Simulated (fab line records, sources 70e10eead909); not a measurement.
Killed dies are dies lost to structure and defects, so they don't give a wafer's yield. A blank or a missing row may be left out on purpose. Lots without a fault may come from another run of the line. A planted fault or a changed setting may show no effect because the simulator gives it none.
A struck lot beside a sound one | flow nand_harc | 13 steps out of a route of 1302
Sound: wafers L531.4, L531.5, L531.6. Struck: wafers L539.2, L539.3, L539.6. The cause comes at the end.
At each step with rows: each side's tool, then ch and its chambers, then its first start. Under that, the readings that differ: sound wafers | struck wafers | difference of the means | sigmas: that difference in standard deviations of wafers without a fault.
alike: readings whose means differ by less than 2 such deviations, and words and numbers that are the same on both sides. not compared: withheld readings, readings that some wafer has no value for, bounds like >300 that may hide the same value, and numbers for which the record gives no deviation and whose values overlap.
The two part at a step that has a row with sigmas, a row that says differs or no value, or rows on one side only. Numbers that don't overlap but have no deviation are shown without sigmas and don't part them. A reading that every wafer of one side lacks parts them only if that side has two wafers or more.

NHARC_A_M0_CMP_23: polishes, t overpolish 20 s, target thk 113.75 nm.
  sound on cmp-01 ch 0,2,3, day 24 22:27; struck on cmp-03 ch 1,2, day 28 12:39
  alike: motor_current_A, time_to_endpoint_s
NHARC_A_M0_THK_MEAS_24: measures by xrf.
  sound on film_metro-02, day 24 22:43; struck on film_metro-02, day 28 12:58
  alike: thk_nm
then, 1 step without rows for these wafers: NHARC_A_M0_SRD_25.
NHARC_A_M0_INSPECT_27:
  sound on defect_inspect-01, day 24 22:52; struck on defect_inspect-01, day 28 13:08
  alike: raw_defect_count
NHARC_A_M0_PRE_CLEAN_31: time 12 s.
  sound on pecvd-02 ch 0,1,2, day 24 22:58; struck on pecvd-03 ch 0,1,2, day 28 13:11
  alike: heater_power_w
NHARC_A_M0_DEP_32: deposits SiCN, target thk 30 nm.
  sound on pecvd-02 ch 0,1,2, day 24 23:08; struck on pecvd-03 ch 0,1,2, day 28 13:16
  alike: heater_power_w
then, 5 steps without rows for these wafers: NHARC_A_M1_DEP_00 (deposits SiOC, target thk 182.5 nm); NHARC_A_M1_DEHYDRATE_01 (time 120 s); NHARC_A_M1_HMDS_02 (time 30 s); NHARC_A_M1_COAT_34 (time 65 s); NHARC_A_M1_COAT_03 (resist thk 90 nm).
NHARC_A_M1_SOFTBAKE_04: time 55 s.
  sound on litho_track-06 ch 0, day 24 23:00; struck on litho_track-06 ch 0, day 28 14:00
  reading                  | sound                | struck               | difference | sigmas
  heater_power_total_W (W) | 188.36 188.46 188.35 | 183.99 184.08 184.11 | -4.33      | -31
  plate_temp_C (C)         | 104.89 104.90 104.85 | 103.37 103.27 103.08 | -1.64      | -13
then, 1 step without rows for these wafers: NHARC_A_M1_EBR_05.

WHERE THEY PART
Only at NHARC_A_M1_SOFTBAKE_04, within this record.

WHY: what the simulator had put in
Process parameter drift: litho_track-06, from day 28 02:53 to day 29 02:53, at NHARC_A_M1_SOFTBAKE_04. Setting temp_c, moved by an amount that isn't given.
